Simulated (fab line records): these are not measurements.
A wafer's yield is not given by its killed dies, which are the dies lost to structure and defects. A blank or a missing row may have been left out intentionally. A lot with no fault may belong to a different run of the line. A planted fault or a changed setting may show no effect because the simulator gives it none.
Struck lot and sound lot, side by side	flow nandHarc	17 out of 1302 route steps
Sound: these wafers, L152.1, L152.3, L152.6. Struck: wafer L156.1 (left out: L156.3, L156.4 of the same lot, which were not struck); the cause appears at the end.
Each step with rows lists, per side, the tool, then ch with its chambers, then its first start. Under that, the readings that differ: sound wafers	struck wafers	difference of the means	sigmas: that difference in standard deviations of wafers without a fault.
alike: readings whose means differ by less than 2 such deviations, and words and numbers that are the same on both sides. not compared: withheld readings, readings that some wafer has no value for, bounds like >300 that may hide the same value, and numbers for which the record gives no deviation and whose values overlap.
A row with sigmas, a row that says differs or no value, or rows on one side alone: a step with any of these is where the two part. Numbers that don't overlap but have no deviation are shown without sigmas and don't part them. A reading that every wafer of one side lacks parts them only if that side has two wafers or more.

NHARC_A_M0_OVL_MEAS_10: pitch 160 nm.
  struck on overlay-01, day 29 15:37; sound on overlay-01, day 26 14:38
reading	sound	struck	difference	sigmas
overlayXNm (nm)	1.4 1.5 1.4	-1.1	-2.5	-3
  alike: overlayYNm
NHARC_A_M0_INSPECT_11:
  struck on defectInspect-02, day 29 15:38; sound on defectInspect-01, day 26 14:41
  alike: rawDefectCount
NHARC_A_M0_DESCUM_14: chemistry O2, time 3 s.
  sound on rieDiel-05 ch 0,3, day 26 14:45; struck on rieDiel-05 ch 2, day 29 15:42
reading	sound	struck	difference	sigmas
throttleValvePct (%)	11.320 11.303 11.298	11.327	+0.020	+2
  alike: drypumpMotorCurrentA, oesProductAu, rfVppV, showerheadPlenumPTorr
  not compared: rfHoursCounterH
then, 1 step without rows for these wafers: NHARC_A_M0_ETCH_34 (etches the open film in N2/H2, target depth 40 nm, overetch 12 nm, time 43.94 s).
NHARC_A_M0_ETCH_15: etches the open film in C4F8/Ar, target depth 150 nm, overetch 15 nm, time 82.5 s.
  sound: rieDiel-05 ch 0,1,3; struck: rieDiel-05 ch 0
  alike: biasW, oesProductAu, rfVppV
  not compared: rfHoursCounterH
NHARC_A_M0_CD_MEAS_16:
  struck on cdSem-03, day 29 16:00; sound on cdSem-03, day 26 15:02
  alike: cdNm
NHARC_A_M0_STRIP_18: strips in N2/H2.
  sound on rieDiel-06 ch 1,2, day 26 15:08; struck on rieDiel-13 ch 0, day 29 16:05
reading	sound	struck	difference	sigmas
throttleValvePct (%)	14.167 14.156 14.160	14.185	+0.024	+3
  alike: drypumpMotorCurrentA, oesProductAu, rfVppV, showerheadPlenumPTorr
  not compared: rfHoursCounterH
then, 2 steps without rows for these wafers: NHARC_A_M0_STRIP_19 (strips in post etch residue remover, time 600 s); NHARC_A_M0_DEGAS_28 (time 60 s).
NHARC_A_M0_PRE_CLEAN_29: time 30 s.
  sound on pvdSputter-01; struck on pvdSputter-03
  alike: heaterPowerW
then, 2 steps without rows for these wafers: NHARC_A_M0_PVD_20 (deposits TaN, target thk 5 nm, time 8.06 s); NHARC_A_M0_PVD_21 (deposits Cu, target thk 30 nm, time 20.49 s).
NHARC_A_M0_ECD_22: material Cu, target thk 400 nm.
  sound on ecdCu-02 ch 0,1, day 26 16:01; struck on ecdCu-02 ch 0, day 29 16:59
  alike: bathHeatDutyPct
NHARC_A_M0_ANNEAL_30: time 90 s.
  sound on rtpAnneal-01 ch 0, day 26 16:23; struck on rtpAnneal-02 ch 0, day 29 17:22
reading	sound	struck	difference	sigmas
wafer_temp_C_max	225.91 225.88 226.19	225.53	-0.46	-2
  alike: annealTempC
NHARC_A_M0_CMP_23: polishes, t overpolish 20 s, target thk 113.75 nm.
  sound on cmp-02 ch 0,1,3, day 26 16:46; struck on cmp-03 ch 0, day 29 17:44
reading	sound	struck	difference	sigmas
timeToEndpointS (s)	29.3 26.0 29.7	39.0	+10.7	+5
  alike: motorCurrentA
  not compared: padLifeWafers
NHARC_A_M0_THK_MEAS_24: measures by xrf.
  struck on filmMetro-02, day 29 18:01; sound on filmMetro-01, day 26 17:03
reading	sound	struck	difference	sigmas
thkNm (nm)	112.0 111.9 110.1	116.2	+4.9	+4
NHARC_END_SORT_01:
  the record has rows for the sound wafers here (prober-02 ch 0, day 28 11:41) and none for the struck ones

WHERE THEY PART
Last at NHARC_END_SORT_01 as far as this record goes, first at NHARC_A_M0_OVL_MEAS_10.

WHY: the cause the simulator had injected
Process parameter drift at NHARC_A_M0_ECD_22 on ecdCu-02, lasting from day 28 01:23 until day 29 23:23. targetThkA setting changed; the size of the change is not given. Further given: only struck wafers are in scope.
